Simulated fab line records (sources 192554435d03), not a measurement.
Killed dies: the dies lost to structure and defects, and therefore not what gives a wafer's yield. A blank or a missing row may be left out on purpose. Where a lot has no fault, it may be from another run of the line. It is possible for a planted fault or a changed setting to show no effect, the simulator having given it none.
Split-lot experiment + flow n5Finfet + 39 wafers read from 7 lots, route of 1938 steps

SPLIT DETAILS
At N5_MIM_BOT_ETCH_ETCH_04 (etches SiNx in CF4/O2, target depth 26 nm, time 13 s), the setting timeS was moved away from the recipe's 13 s on 18 of the 39 wafers read, by -52.0% to +57.5%. This setting was run at the recipe's value on the other wafers.

The reading comes from the split's own step.

THE READING
MIM_BOT_ETCH.cdOffsetNm (the simulator's own value, which no gauge read), in nm, at N5_MIM_BOT_ETCH_ETCH_04 (etches SiNx in CF4/O2, target depth 26 nm, time 13 s). The file gives no usual value for it. Here, 21 wafers ran the recipe; their average is 0.0 nm with a standard deviation of 0.043 nm.

| wafer  | tool, chamber at the split | timeS as run, s | against the recipe | MIM_BOT_ETCH.cdOffsetNm, nm | against lot-mates on the recipe |
|--------|----------------------------|-----------------|--------------------|-----------------------------|---------------------------------|
| L075.1 | rieDiel-01, 0              | 8.351           | -35.8%             | 0.4                         | +0.4                            |
| L075.2 | rieDiel-01, 1              | 8.351           | -35.8%             | 0.4                         | +0.4                            |
| L075.3 | rieDiel-01, 3              | 8.351           | -35.8%             | 0.6                         | +0.6                            |
| L075.4 | rieDiel-01, 2              | 13              | recipe             | 0                           | -                               |
| L075.5 | rieDiel-01, 3              | 13              | recipe             | 0                           | -                               |
| L075.6 | rieDiel-01, 2              | 13              | recipe             | 0                           | -                               |
| L081.1 | rieDiel-05, 3              | 13              | recipe             | 0                           | -                               |
| L081.2 | rieDiel-05, 0              | 15.35           | +18.1%             | -0.2                        | -0.2                            |
| L081.3 | rieDiel-05, 1              | 15.35           | +18.1%             | -0.2                        | -0.2                            |
| L081.4 | rieDiel-05, 2              | 13              | recipe             | 0                           | -                               |
| L081.5 | rieDiel-05, 0              | 13              | recipe             | 0                           | -                               |
| L081.6 | rieDiel-05, 3              | 15.35           | +18.1%             | -0.2                        | -0.2                            |
| L084.1 | rieDiel-05, 1              | 13              | recipe             | 0                           | -                               |
| L084.2 | rieDiel-05, 3              | 6.246           | -52.0%             | 0.6                         | +0.6                            |
| L084.3 | rieDiel-05, 2              | 6.246           | -52.0%             | 0.6                         | +0.6                            |
| L084.4 | rieDiel-05, 0              | 6.246           | -52.0%             | 0.6                         | +0.6                            |
| L084.5 | rieDiel-05, 1              | 13              | recipe             | 0                           | -                               |
| L084.6 | rieDiel-05, 0              | 13              | recipe             | 0                           | -                               |
| L083.1 | rieDiel-05, 3              | 15.85           | +21.9%             | -0.2                        | -0.2                            |
| L083.2 | rieDiel-05, 1              | 13              | recipe             | 0                           | -                               |
| L083.3 | rieDiel-05, 0              | 15.85           | +21.9%             | -0.2                        | -0.2                            |
| L083.4 | rieDiel-05, 2              | 13              | recipe             | 0                           | -                               |
| L083.5 | rieDiel-05, 2              | 15.85           | +21.9%             | -0.4                        | -0.4                            |
| L083.6 | rieDiel-05, 1              | 13              | recipe             | 0                           | -                               |
| L086.1 | rieDiel-03, 2              | 20.47           | +57.5%             | -0.6                        | -0.6                            |
| L086.2 | rieDiel-03, 3              | 20.47           | +57.5%             | -0.6                        | -0.6                            |
| L086.3 | rieDiel-03, 0              | 13              | recipe             | 0                           | -                               |
| L086.4 | rieDiel-03, 0              | 13              | recipe             | 0                           | -                               |
| L086.5 | rieDiel-03, 3              | 20.47           | +57.5%             | -0.6                        | -0.6                            |
| L086.6 | rieDiel-03, 2              | 13              | recipe             | 0                           | -                               |
| L089.1 | rieDiel-05, 1              | 10.69           | -17.8%             | 0.2                         | +0.1                            |
| L089.2 | rieDiel-05, 2              | 13              | recipe             | 0                           | -                               |
| L089.3 | rieDiel-05, 3              | 10.69           | -17.8%             | 0.4                         | +0.3                            |
| L089.4 | rieDiel-05, 0              | 13              | recipe             | 0.2                         | -                               |
| L089.5 | rieDiel-05, 1              | 13              | recipe             | 0                           | -                               |
| L089.6 | rieDiel-05, 0              | 10.69           | -17.8%             | 0.4                         | +0.3                            |
| L093.3 | rieDiel-03, 0              | 13              | recipe             | 0                           | -                               |
| L093.5 | rieDiel-03, 2              | 13              | recipe             | 0                           | -                               |
| L093.6 | rieDiel-03, 3              | 13              | recipe             | 0                           | -                               |

THE FIT
A straight line over all 39 wafers: MIM_BOT_ETCH.cdOffsetNm changes by -0.0116 nm for each +1% of timeS; r = -0.98; the points scatter about the line by 0.068 nm.
The same after taking each lot's own level away (the mean of its wafers on the recipe; 39 wafers): -0.0115 nm for each +1%; r = -0.98; scatter 0.06 nm.
According to that fit, moving timeS by its largest amount changes the reading by 0.66 nm.
Measured against the standard deviation above, the lots' own levels, which go from 0.00 to 0.07 nm, span 1.6 times it.
The two slopes agree, so the slope changes little with the lot-to-lot level.
Check: for one of the wafers moved furthest among these (+57.5%), held out of the fit, the line's prediction against its lot-mates is -0.655 nm. It came out at -0.6 nm against them.

THE WHOLE CHAIN: every reading that the file lists as answering this split, in the file's order
| step                    | what it does                                         | reading                                                                  | change (the file's fit)                | r (the file's) |
|-------------------------|------------------------------------------------------|--------------------------------------------------------------------------|----------------------------------------|----------------|
| N5_MIM_BOT_ETCH_ETCH_04 | etches SiNx in CF4/O2, target depth 26 nm, time 13 s | etch.depthNm (the simulator's own value, which no gauge read)            | +0.263 nm for each +1% of the setting  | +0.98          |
| N5_MIM_BOT_ETCH_ETCH_04 | etches SiNx in CF4/O2, target depth 26 nm, time 13 s | MIM_BOT_ETCH.cdOffsetNm (the simulator's own value, which no gauge read) | -0.0115 nm for each +1% of the setting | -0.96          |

THE FILE'S OWN FIT
MIM_BOT_ETCH.cdOffsetNm changes by -0.0115 nm for each +1% of timeS, r = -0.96.
